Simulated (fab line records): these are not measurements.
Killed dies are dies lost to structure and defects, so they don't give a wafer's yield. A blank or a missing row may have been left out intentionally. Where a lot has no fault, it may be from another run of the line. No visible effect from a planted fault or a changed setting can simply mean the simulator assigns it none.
fab line records | flow nand-harc
record lots=6 | wafers=18 | last-day=33
route steps=1302 shown THIN_TSV@1283 END@1302
lots that met no fault: taken from a fault-free run of the same line
start-h: hours from the record's opening day to when the first of the lot's shown wafers began | wait-h: hours since the lot's step before | " as in the row above | L1.1+2: several wafers, shown together as one row | - no value present, or no start provided | * or withheld: withheld | < > ~ a bound
route shown NAME@n: names a module that has steps shown in the file, with the first one's number in the route | usual: mean/standard deviation of fault-free wafers | same: alike in all rows | chamber/n: place in a boat | sites: the reading at each site | _std_site: the values' standard deviation | _edge_site: mean of outer sites minus mean of inner sites | radius-mm: for every site, how far away it sits from the centre of the wafer | mask NAME#n: copy n | behind: the tool/chamber that last shaped the wafer | hold: what put the lot on hold/how long, in hours/how the hold closed | device: names the non-switching transistor (n, p or np) | end of line: tests run on the same wafers once the route is complete | a step given without rows: its recipe and nothing more | killed: dies that structure and defects cost at the first sort, which is not the same as the wafer's yield | map: shows each die of a wafer: x if killed, . if not, _ if none is there
set.NAME: the run value of the setting; set.NAME@STEP: its run value at that earlier step | model.NAME: the simulator's own value behind a step, which no gauge read
certain route steps with their lots: each step a table, each wafer a row
services: a tool's chamber out of use, with start hour (start-h, from the record's first day; less than 0 if before it), hours out, and reason
## steps
# step NHARC_THIN_TSV_DEHYDRATE_25
# recipe temp-c=150 | time-s=120
# step NHARC_THIN_TSV_HMDS_26
# recipe time-s=30
# step NHARC_THIN_TSV_COAT_27
# recipe spin-rpm=*
# step NHARC_THIN_TSV_SOFTBAKE_28
# recipe temp-c=122 | time-s=95
# step NHARC_THIN_TSV_EBR_29
# step NHARC_THIN_TSV_EXPOSE_30
# recipe na=0.55 | dose-mj=11.47 | mask-id=PAD
# step NHARC_THIN_TSV_PEB_31
# recipe peb-temp-c=118 | peb-time-s=85
# step NHARC_THIN_TSV_DEVELOP_32
# recipe time-s=70
# step NHARC_THIN_TSV_CD_MEAS_33
# recipe target-cd-nm=5000 | landing-energy-ev=500
# usual cd-nm=4999.2/1.8
lot.wafer | tool      | chamber | start-h | wait-h | cd-nm
L653.3    | cd-sem-03 | 0       | 568.41  | -      | 4998.4
L653.4    | "         | 0       | "       | "      | 4998.5
L653.6    | "         | 0       | "       | "      | 4999.9
L659.3    | cd-sem-01 | 0       | 646.80  | -      | 5001.5
L659.4    | "         | 0       | "       | "      | 4999.7
L659.5    | "         | 0       | "       | "      | 5003.1
L661.2    | cd-sem-01 | 0       | 667.55  | -      | 4999.2
L661.4    | "         | 0       | "       | "      | 4998.4
L661.5    | "         | 0       | "       | "      | 4998.4
L667.1    | cd-sem-01 | 0       | 713.27  | -      | 4998.6
L667.3    | "         | 0       | "       | "      | 5001.0
L667.5    | "         | 0       | "       | "      | 5000.7
L669.1    | cd-sem-03 | 0       | 734.28  | -      | 5000.4
L669.2    | "         | 0       | "       | "      | 5001.2
L669.4    | "         | 0       | "       | "      | 5002.9
L670.2    | cd-sem-03 | 0       | 772.87  | -      | 4995.6
L670.3    | "         | 0       | "       | "      | 4998.2
L670.6    | "         | 0       | "       | "      | 4997.7
# step NHARC_THIN_TSV_HARDBAKE_34
# recipe temp-c=125 | time-s=80
# step NHARC_THIN_TSV_DESCUM_35
# recipe time-s=3 | o2-flow-sccm=200 | ar-flow-sccm=0 | bias-power-w=0 | chemistry=O2
# usual drypump-motor-current-A=5.9/0.46 | mfc-ar-sccm=0.005/0.0092 | oes-product-au=0.999/0.01 | rf-vpp-V=57.7/0.93 | showerhead-plenum-p-Torr=1.90/0.085 | throttle-valve-pct=11.310/0.0095
lot.wafer | tool        | chamber | start-h | wait-h | drypump-motor-current-A | mfc-ar-sccm | oes-product-au | rf-hours-counter-h | rf-vpp-V | showerhead-plenum-p-Torr | throttle-valve-pct
L653.4    | rie-diel-01 | 3       | 568.59  | -      | 6.0                     | 0.035       | 0.995          | 0                  | 57.8     | 1.93                     | 11.300
L653.3    | "           | 0       | "       | "      | 5.1                     | 0           | 1.008          | 0                  | 58.1     | 1.91                     | 11.298
L653.6    | "           | 2       | "       | "      | 5.6                     | 0           | 1.001          | -                  | 58.9     | 2.00                     | 11.322
L659.4    | rie-diel-01 | 1       | 646.96  | -      | 5.3                     | 0.018       | 0.995          | 4.8                | 59.1     | 2.05                     | 11.315
L659.3    | "           | 2       | "       | "      | 5.6                     | 0           | 1.003          | 4.9                | 59.7     | 2.00                     | 11.310
L659.5    | "           | 2       | "       | "      | 5.6                     | 0           | 1.006          | -                  | 58.3     | 2.00                     | 11.296
L661.2    | rie-diel-01 | 3       | 667.72  | -      | 5.9                     | 0.035       | 0.996          | 7.1                | 56.4     | 1.93                     | 11.318
L661.4    | "           | 1       | "       | "      | 5.3                     | 0.018       | 1.008          | 6.7                | 57.1     | 2.05                     | 11.331
L661.5    | "           | 3       | "       | "      | 5.9                     | 0.035       | 0.995          | -                  | 58.4     | 1.93                     | 11.319
L667.1    | rie-diel-07 | 0       | 713.43  | -      | 6.0                     | 0.003       | 0.995          | 4.2                | 57.0     | 1.82                     | 11.323
L667.3    | "           | 2       | "       | "      | 6.5                     | 0           | 0.986          | 3.4                | 58.4     | 1.94                     | 11.312
L667.5    | "           | 0       | "       | "      | 6.0                     | 0.003       | 0.990          | -                  | 58.1     | 1.82                     | 11.298
L669.2    | rie-diel-07 | 0       | 734.44  | -      | 6.0                     | 0.003       | 0.994          | 5.5                | 57.8     | 1.82                     | 11.303
L669.1    | "           | 1       | "       | "      | 5.7                     | 0           | 0.996          | 4.2                | 56.9     | 1.81                     | 11.284
L669.4    | "           | 2       | "       | "      | 6.5                     | 0           | 1.000          | 4.2                | 57.4     | 1.94                     | 11.315
L670.2    | rie-diel-07 | 1       | 773.03  | -      | 5.8                     | 0           | 1.001          | 6.0                | 57.8     | 1.81                     | 11.306
L670.3    | "           | 0       | "       | "      | 6.0                     | 0.003       | 0.992          | 7.1                | 59.1     | 1.82                     | 11.318
L670.6    | "           | 2       | "       | "      | 6.5                     | 0           | 0.998          | -                  | 59.3     | 1.94                     | 11.315
# step NHARC_THIN_TSV_ETCH_59
# recipe target-depth-a=8800 | icp-w=900 | bias-w=100 | Cl2_flow_sccm=60 | bcl3-flow-sccm=30 | time-s=138.1 | chemistry=Cl2/BCl3
# usual drypump-motor-current-A=5.6/0.43 | oes-product-au=1.000/0.01 | rf-fwd-power-W=896.5/2.6 | throttle-valve-pct=22.262/0.0096
lot.wafer | tool         | chamber | start-h | wait-h | drypump-motor-current-A | oes-product-au | rf-fwd-power-W | rf-hours-counter-h | throttle-valve-pct
L653.4    | rie-metal-03 | 1       | 568.76  | 0.2    | 5.7                     | 0.997          | 890.4          | -                  | 22.267
L653.3    | "            | 0       | "       | "      | 6.2                     | 1.002          | 897.9          | -                  | 22.250
L653.6    | "            | 1       | "       | "      | 5.7                     | 1.006          | 895.9          | -                  | 22.260
L659.3    | rie-metal-01 | 1       | 647.16  | 0.2    | 5.3                     | 0.995          | 898.8          | -                  | 22.258
L659.4    | "            | 0       | "       | "      | 5.0                     | 0.999          | 896.3          | -                  | 22.260
L659.5    | "            | 0       | "       | "      | 5.0                     | 0.995          | 899.2          | -                  | 22.266
L661.2    | rie-metal-01 | 0       | 667.84  | 0.1    | 5.0                     | 0.980          | 898.9          | 1.7                | 22.263
L661.4    | "            | 1       | "       | "      | 5.4                     | 0.996          | 896.5          | -                  | 22.264
L661.5    | "            | 1       | "       | "      | 5.3                     | 0.997          | 899.0          | -                  | 22.260
L667.1    | rie-metal-03 | 0       | 713.59  | 0.2    | 6.2                     | 1.008          | 896.3          | 0.2                | 22.253
L667.3    | "            | 0       | "       | "      | 6.1                     | 1.009          | 898.3          | -                  | 22.267
L667.5    | "            | 1       | "       | "      | 5.7                     | 1.005          | 894.7          | -                  | 22.256
L669.1    | rie-metal-03 | 1       | 734.56  | 0.1    | 5.7                     | 0.986          | 893.6          | 0.5                | 22.263
L669.2    | "            | 0       | "       | "      | 6.1                     | 1.013          | 901.3          | 0.5                | 22.264
L669.4    | "            | 1       | "       | "      | 5.7                     | 0.985          | 893.6          | -                  | 22.274
L670.2    | rie-metal-01 | 0       | 773.22  | 0.2    | 5.0                     | 0.999          | 897.5          | 0.2                | 22.279
L670.3    | "            | 1       | "       | "      | 5.3                     | 1.015          | 894.6          | -                  | 22.256
L670.6    | "            | 1       | "       | "      | 5.3                     | 1.015          | 894.3          | -                  | 22.267
# step NHARC_THIN_TSV_ETCH_36
# recipe target-depth-a=650 | over-etch-frac=0.3 | time-s=18.571 | ion-energy-ev=150 | chemistry=Cl2/BCl3
# usual drypump-motor-current-A=5.6/0.43 | oes-product-au=0.999/0.011
lot.wafer | tool         | chamber | start-h | wait-h | drypump-motor-current-A | oes-product-au | rf-hours-counter-h
L653.4    | rie-metal-03 | 1       | 568.96  | 0.2    | 5.7                     | 0.993          | -
L653.3    | "            | 0       | "       | "      | 6.1                     | 1.002          | -
L653.6    | "            | 0       | "       | "      | 6.1                     | 1.004          | -
L659.4    | rie-metal-01 | 1       | 647.36  | 0.1    | 5.3                     | 0.998          | -
L659.3    | "            | 0       | "       | "      | 5.0                     | 0.864          | -
L659.5    | "            | 1       | "       | "      | 5.4                     | 0.867          | -
L661.2    | rie-metal-01 | 0       | 668.11  | 0.2    | 5.0                     | 0.987          | 1.8
L661.4    | "            | 1       | "       | "      | 5.4                     | 0.989          | -
L661.5    | "            | 0       | "       | "      | 5.0                     | 0.846          | -
L667.1    | rie-metal-03 | 0       | 713.82  | 0.2    | 6.1                     | 0.998          | 0.4
L667.3    | "            | 0       | "       | "      | 6.1                     | 1.006          | -
L667.5    | "            | 1       | "       | "      | 5.7                     | 0.983          | -
L669.2    | rie-metal-03 | 1       | 734.83  | 0.2    | 5.7                     | 0.984          | 0.6
L669.1    | "            | 0       | "       | "      | 6.1                     | 0.998          | 0.6
L669.4    | "            | 1       | "       | "      | 5.7                     | 0.995          | -
L670.2    | rie-metal-01 | 1       | 773.44  | 0.2    | 5.3                     | 1.015          | 0.4
L670.3    | "            | 0       | "       | "      | 5.0                     | 0.984          | -
L670.6    | "            | 0       | "       | "      | 5.0                     | 0.987          | -
# step NHARC_THIN_TSV_STRIP_56
# recipe power-w=1500 | temp-c=250 | chemistry=O2
# usual drypump-motor-current-A=5.7/0.35 | heater-power-w=340/17
lot.wafer | tool            | chamber | start-h | wait-h | drypump-motor-current-A | heater-power-w | rf-hours-counter-h
L653.3    | plasma-asher-02 | 1       | 569.21  | 0.2    | 5.9                     | 339            | -
L653.4    | "               | 0       | "       | "      | 5.2                     | 345            | -
L653.6    | "               | 1       | "       | "      | 5.9                     | 353            | -
L659.4    | plasma-asher-01 | 1       | 647.54  | 0.2    | 5.5                     | 346            | -
L659.3    | "               | 0       | "       | "      | 6.1                     | 314            | -
L659.5    | "               | 0       | "       | "      | 6.2                     | 313            | -
L661.2    | plasma-asher-01 | 0       | 668.25  | 0.1    | 6.1                     | 314            | 27
L661.4    | "               | 1       | "       | "      | 5.5                     | 345            | -
L661.5    | "               | 0       | "       | "      | 6.1                     | 307            | -
L667.1    | plasma-asher-02 | 0       | 713.91  | 0.1    | 5.2                     | 362            | 25
L667.3    | "               | 0       | "       | "      | 5.2                     | 363            | -
L667.5    | "               | 1       | "       | "      | 5.9                     | 341            | -
L669.1    | plasma-asher-01 | 0       | 734.93  | 0.1    | 6.1                     | 316            | 4
L669.2    | "               | 1       | "       | "      | 5.5                     | 374            | 4
L669.4    | "               | 0       | "       | "      | 6.1                     | 313            | -
L670.2    | plasma-asher-02 | 1       | 773.55  | 0.1    | 5.9                     | 345            | 37
L670.3    | "               | 0       | "       | "      | 5.2                     | 357            | -
L670.6    | "               | 0       | "       | "      | 5.2                     | 349            | -
# step NHARC_END_SORT_01
# recipe temp-c=25
# usual defect-limited-yield=91/3.2 | killed-at-array=55/22 | killed-at-other=1.1/1.4 | killed-at-periphery=4/3.2 | killed-dies=59/22 | killed-open=3.3/1.8 | killed-short=2.5/1.5
# same gross-dies=677
lot.wafer | tool      | chamber | start-h | wait-h | defect-limited-yield[%] | killed-at-array | killed-at-other | killed-at-periphery | killed-dies | killed-open | killed-short
L653.3    | prober-01 | 0       | 581.57  | 3.1    | 92                      | 51              | 1               | 1                   | 53          | 2           | 2
L653.4    | prober-01 | 0       | 582.37  | 3.4    | 91                      | 59              | 2               | 3                   | 64          | 5           | 2
L653.6    | prober-01 | 0       | 583.96  | 4.0    | 91                      | 55              | 1               | 3                   | 59          | 4           | 1
L659.3    | prober-02 | 0       | 662.49  | 3.1    | 92                      | 51              | 0               | 4                   | 55          | 2           | 2
L659.4    | prober-02 | 0       | 663.30  | 3.4    | 87                      | 84              | 0               | 5                   | 89          | 2           | 2
L659.5    | prober-02 | 0       | 664.11  | 3.7    | 89                      | 65              | 0               | 7                   | 72          | 5           | 2
L661.2    | prober-01 | 0       | 680.20  | 2.8    | 95                      | 25              | 0               | 6                   | 31          | 4           | 1
L661.4    | prober-01 | 0       | 681.80  | 3.4    | 94                      | 29              | 2               | 9                   | 40          | 7           | 1
L661.5    | prober-01 | 0       | 682.61  | 3.7    | 94                      | 33              | 0               | 6                   | 39          | 5           | 4
L667.1    | prober-01 | 0       | 724.63  | 2.5    | 89                      | 65              | 3               | 4                   | 72          | 2           | 4
L667.3    | prober-01 | 0       | 726.22  | 3.1    | 87                      | 81              | 5               | 1                   | 87          | 2           | 0
L667.5    | prober-01 | 0       | 727.81  | 3.7    | 90                      | 59              | 5               | 2                   | 66          | 1           | 3
L669.1    | prober-02 | 0       | 743.25  | 2.5    | 88                      | 78              | 0               | 0                   | 78          | 3           | 1
L669.2    | prober-02 | 0       | 744.04  | 2.8    | 89                      | 70              | 2               | 2                   | 74          | 3           | 2
L669.4    | prober-02 | 0       | 745.64  | 3.4    | 88                      | 79              | 0               | 2                   | 81          | 2           | 1
L670.2    | prober-02 | 0       | 791.02  | 8.7    | 91                      | 54              | 1               | 3                   | 58          | 4           | 1
L670.3    | prober-02 | 0       | 791.82  | 9.0    | 92                      | 55              | 1               | 0                   | 56          | 3           | 2
L670.6    | prober-02 | 0       | 794.21  | 9.9    | 91                      | 58              | 1               | 2                   | 61          | 4           | 3
# killed by level:class
L653.3 A_SLIT:chamber-film-flake=21 A_CHANNEL_HOLE_D2:chamber-film-flake=15 A_CONTACT:chamber-film-flake=4 A_CHANNEL_HOLE_D1:chamber-film-flake=3 A_DECK1_JOINT:chamber-film-flake=2 A_CHANNEL_FILL_D2:chamber-film-flake=2 P_CONTACT:geometric-particle:open=1 A_CHANNEL_FILL_D1:geometric-particle:short=1
L653.4 A_SLIT:chamber-film-flake=24 A_CHANNEL_HOLE_D2:chamber-film-flake=17 A_CONTACT:chamber-film-flake=5 A_CHANNEL_FILL_D2:chamber-film-flake=4 A_CHANNEL_HOLE_D1:chamber-film-flake=2 A_WL_FILL:chamber-film-flake=2 THIN_TSV:chamber-film-flake=2 P_CONTACT:geometric-particle:short=1
L653.6 A_SLIT:chamber-film-flake=26 A_CHANNEL_HOLE_D2:chamber-film-flake=10 A_CONTACT:chamber-film-flake=8 A_CHANNEL_HOLE_D1:chamber-film-flake=4 A_STAIRCASE:chamber-film-flake=2 P_M0:geometric-particle:open=1 A_CHANNEL_FILL_D1:geometric-particle:open=1 A_CHANNEL_FILL_D2:geometric-particle:short=1
L659.3 A_SLIT:chamber-film-flake=23 A_CHANNEL_HOLE_D2:chamber-film-flake=13 A_CHANNEL_HOLE_D1:chamber-film-flake=11 A_ONON_D2:geometric-particle:short=2 A_STAIRCASE:chamber-film-flake=2 P_GATE:geometric-particle:open=1 P_M0:geometric-particle:open=1 P_GATE:chamber-film-flake=1
L659.4 A_SLIT:chamber-film-flake=35 A_CHANNEL_HOLE_D1:chamber-film-flake=31 A_CHANNEL_HOLE_D2:chamber-film-flake=9 A_STAIRCASE:chamber-film-flake=6 P_CONTACT:geometric-particle:open=1 P_M1:geometric-particle:short=1 A_ONON_D1:geometric-particle:open=1 A_M0:geometric-particle:short=1
L659.5 A_SLIT:chamber-film-flake=28 A_CHANNEL_HOLE_D1:chamber-film-flake=23 A_CHANNEL_HOLE_D2:chamber-film-flake=8 A_ONON_D2:geometric-particle:open=2 P_CONTACT:chamber-film-flake=2 A_STAIRCASE:chamber-film-flake=2 P_GATE:geometric-particle:short=1 P_CONTACT:geometric-particle:open=1
L661.2 A_CHANNEL_HOLE_D1:chamber-film-flake=7 A_CONTACT:chamber-film-flake=7 A_STAIRCASE:chamber-film-flake=3 P_BONDPAD:chamber-film-flake=2 A_DECK1_JOINT:chamber-film-flake=2 P_CONTACT:geometric-particle:open=1 P_CONTACT:geometric-particle:short=1 P_M1:geometric-particle:open=1
L661.4 A_CHANNEL_HOLE_D1:chamber-film-flake=9 P_BONDPAD:chamber-film-flake=5 A_SLIT:chamber-film-flake=4 A_STAIRCASE:chamber-film-flake=4 A_CONTACT:chamber-film-flake=4 P_GATE:geometric-particle:open=2 A_WL_FILL:geometric-particle:open=2 A_CHANNEL_HOLE_D2:chamber-film-flake=2
L661.5 A_CHANNEL_HOLE_D1:chamber-film-flake=11 A_CONTACT:chamber-film-flake=5 P_BONDPAD:chamber-film-flake=4 A_CHANNEL_FILL_D2:chamber-film-flake=4 A_STAIRCASE:chamber-film-flake=3 A_CHANNEL_FILL_D2:geometric-particle:short=2 P_GATE:geometric-particle:open=1 A_CHANNEL_FILL_D1:geometric-particle:short=1
L667.1 A_SLIT:chamber-film-flake=25 A_CHANNEL_HOLE_D2:chamber-film-flake=19 A_CHANNEL_HOLE_D1:chamber-film-flake=12 P_GATE:chamber-film-flake=3 A_CHANNEL_FILL_D1:chamber-film-flake=2 THIN_TSV:chamber-film-flake=2 P_CONTACT:geometric-particle:short=1 A_CHANNEL_FILL_D1:geometric-particle:open=1
L667.3 A_SLIT:chamber-film-flake=40 A_CHANNEL_HOLE_D2:chamber-film-flake=25 A_CHANNEL_HOLE_D1:chamber-film-flake=9 THIN_TSV:chamber-film-flake=5 A_SGD_CUT:chamber-film-flake=4 P_CONTACT:geometric-particle:open=1 A_M0:geometric-particle:open=1 A_CHANNEL_FILL_D1:chamber-film-flake=1
L667.5 A_SLIT:chamber-film-flake=26 A_CHANNEL_HOLE_D2:chamber-film-flake=15 A_CHANNEL_HOLE_D1:chamber-film-flake=12 THIN_TSV:chamber-film-flake=5 A_CHANNEL_FILL_D1:chamber-film-flake=3 P_GATE:geometric-particle:short=1 A_ONON_D2:geometric-particle:short=1 A_CHANNEL_HOLE_D2:geometric-particle:short=1
L669.1 A_SLIT:chamber-film-flake=33 A_CHANNEL_HOLE_D2:chamber-film-flake=26 A_CHANNEL_HOLE_D1:chamber-film-flake=8 A_CONTACT:chamber-film-flake=4 A_DECK1_JOINT:chamber-film-flake=2 A_ONON_D1:geometric-particle:open=1 A_CHANNEL_FILL_D2:geometric-particle:open=1 A_BLC:geometric-particle:short=1
L669.2 A_SLIT:chamber-film-flake=34 A_CHANNEL_HOLE_D2:chamber-film-flake=14 A_CHANNEL_HOLE_D1:chamber-film-flake=10 A_DECK1_JOINT:chamber-film-flake=3 A_CONTACT:chamber-film-flake=3 THIN_TSV:chamber-film-flake=2 P_CONTACT:geometric-particle:open=1 A_CHANNEL_HOLE_D1:geometric-particle:short=1
L669.4 A_CHANNEL_HOLE_D2:chamber-film-flake=34 A_SLIT:chamber-film-flake=29 A_CHANNEL_HOLE_D1:chamber-film-flake=9 A_WL_FILL:chamber-film-flake=2 P_CONTACT:geometric-particle:open=1 A_DECK1_JOINT:geometric-particle:short=1 A_SGD_CUT:geometric-particle:open=1 P_STI:chamber-film-flake=1
L670.2 A_SLIT:chamber-film-flake=27 A_CHANNEL_HOLE_D1:chamber-film-flake=16 A_CONTACT:chamber-film-flake=5 A_CHANNEL_FILL_D2:geometric-particle:open=2 A_STAIRCASE:chamber-film-flake=2 P_CONTACT:geometric-particle:open=1 P_M1:geometric-particle:open=1 A_CHANNEL_FILL_D2:geometric-particle:short=1
L670.3 A_SLIT:chamber-film-flake=31 A_CHANNEL_HOLE_D1:chamber-film-flake=12 A_CONTACT:chamber-film-flake=4 A_ONON_D2:geometric-particle:open=1 A_CHANNEL_HOLE_D2:geometric-particle:open=1 A_SGD_CUT:geometric-particle:short=1 A_M0:geometric-particle:short=1 A_M0:geometric-particle:open=1
L670.6 A_SLIT:chamber-film-flake=29 A_CHANNEL_HOLE_D1:chamber-film-flake=14 A_CONTACT:chamber-film-flake=6 A_BONDPAD:chamber-film-flake=3 A_SOURCE_PLATE:geometric-particle:open=2 A_WL_FILL:geometric-particle:short=2 P_M0:geometric-particle:open=1 A_CHANNEL_FILL_D1:geometric-particle:open=1
## services
tool            | chamber | start-h | hours | kind
rie-diel-07     | -       | 545.19  | 0.6   | repair
rie-diel-01     | 1       | 546.57  | 4.1   | repair
rie-diel-01     | -       | 557.80  | 9.0   | pm
rie-diel-07     | 0       | 560.46  | 70.7  | repair
rie-metal-03    | -       | 562.13  | 1.7   | repair
rie-metal-01    | -       | 575.00  | 9.0   | pm
rie-metal-01    | 0       | 575.00  | 9.0   | vent-cycle
rie-metal-01    | 1       | 575.00  | 9.0   | vent-cycle
plasma-asher-02 | -       | 603.36  | 9.0   | pm
plasma-asher-01 | -       | 630.00  | 2.1   | repair
rie-metal-03    | 0       | 647.75  | 1.9   | repair
rie-diel-07     | -       | 648.25  | 9.0   | pm
rie-diel-07     | 3       | 666.02  | 16.7  | repair
rie-metal-03    | -       | 672.27  | 0.6   | repair
rie-diel-07     | 1       | 688.34  | 10.6  | repair
rie-metal-03    | -       | 696.00  | 9.0   | pm
plasma-asher-01 | -       | 700.52  | 9.0   | pm
rie-diel-07     | 2       | 704.25  | 4.4   | repair
rie-metal-01    | 1       | 706.29  | 3.8   | repair
rie-diel-01     | 3       | 721.18  | 5.1   | repair
rie-diel-01     | -       | 734.80  | 9.0   | pm
rie-diel-07     | -       | 740.92  | 0.7   | repair
rie-metal-01    | -       | 752.00  | 9.0   | pm
rie-diel-07     | 3       | 767.34  | 9.8   | repair
## key
first-sign step=NHARC_THIN_TSV_ETCH_36 | reading=oes-product-au | direction=down | sigmas=13 | usual=0.999 | struck=0.859
effect none on later readings
met-at NHARC_THIN_TSV_ETCH_36
struck-wafers L659.3,L659.5,L661.5
fault kind=process-parameter-drift | tool=rie-metal-01 | chamber=- | onset-h=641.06 | steps=NHARC_THIN_TSV_ETCH_36 | channel=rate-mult | offset=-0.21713 | shape=step | end-h=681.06 | scope=struck-wafers-only
